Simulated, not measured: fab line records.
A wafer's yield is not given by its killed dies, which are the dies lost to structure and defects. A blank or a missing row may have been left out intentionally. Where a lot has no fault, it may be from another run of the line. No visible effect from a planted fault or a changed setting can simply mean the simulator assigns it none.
A single fault, viewed from 2 desks / flow nand harc / only its own numbers are on each desk; what lay behind them is given at the end

== DESK OF THE TOOL OWNER: rie diel-09 ==
The tool's own readings at NHARC_A_WL_FILL_ETCHBACK_16 (etches the open film in C4F8/O2/Ar, target depth 120 nm, time 24 s): means of the sampled wafers that have a number, for each lot that ran on this tool. Any lot whose mean is over 4 standard deviations away from the usual mean is out of limits and marked OUT; that distance is given in the brackets.
Columns: A = oes product au at NHARC_A_WL_FILL_ETCHBACK_16, usual 0.97 a.u.; B = rf vpp V at NHARC_A_WL_FILL_ETCHBACK_16, usual 724 V; C = run length s at NHARC_A_WL_FILL_ETCHBACK_16, usual 45.4 s
lot=L480; first seen here=day 24 17:30; A=1.01; B=723; C=45.4
lot=L481; first seen here=day 25 06:07; A=0.93; B=719; C=45.2
lot=L482; first seen here=day 25 13:11; A=0.96; B=719; C=45.7
lot=L490; first seen here=day 28 18:37; A=0.93; B=721; C=30.1 (-48) OUT
lot=L492; first seen here=day 29 13:10; A=1.00; B=719; C=30.3 (-47) OUT
This desk's finding: out of limits on L490, L492; first on L490, day 28 18:37 (run length s at NHARC_A_WL_FILL_ETCHBACK_16). In limits: L480, L481, L482.

== THE DEFECT DESK ==
Per lot, the means of the sampled wafers with a number show what the inspections along the route counted. Any lot whose mean is over 4 standard deviations away from the usual mean is out of limits and marked OUT; that distance is given in the brackets.
Columns: A = raw defect count at NHARC_A_SIN_REMOVE_INSPECT_04, usual 410
lot=L471; first seen here=day 20 06:12; A=535
lot=L474; first seen here=day 21 00:26; A=482
lot=L477; first seen here=day 22 21:38; A=463
lot=L478; first seen here=day 23 17:16; A=402
lot=L480; first seen here=day 24 05:43; A=360
lot=L479; first seen here=day 24 09:32; A=282
lot=L481; first seen here=day 24 17:26; A=440
lot=L482; first seen here=day 24 22:07; A=419
lot=L484; first seen here=day 26 02:46; A=462
lot=L485; first seen here=day 26 02:46; A=455
lot=L488; first seen here=day 26 18:30; A=469
lot=L490; first seen here=day 28 04:18; A=309
lot=L492; first seen here=day 29 01:01; A=478
Result from this desk: across the 13 lots, nothing is out of limits.

== BROUGHT TOGETHER ==
The tool owner's desk could have raised an alarm at day 28 18:37, on L490, L492.
The defect desk saw nothing out of limits.
The defect desk has L490, L492 on record, within its limits.
Of the lots named, all ran NHARC_A_WL_FILL_ETCHBACK_16 on rie diel-09.

== WHAT THE SIMULATOR HAD PUT IN ==
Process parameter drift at NHARC_A_WL_FILL_ETCHBACK_16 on rie diel-09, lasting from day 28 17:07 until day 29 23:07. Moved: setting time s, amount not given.
Lots struck among those shown: L490, L492.
How many hours passed from the start of the fault until each desk's first out-of-limits reading: the tool owner's desk, 1.
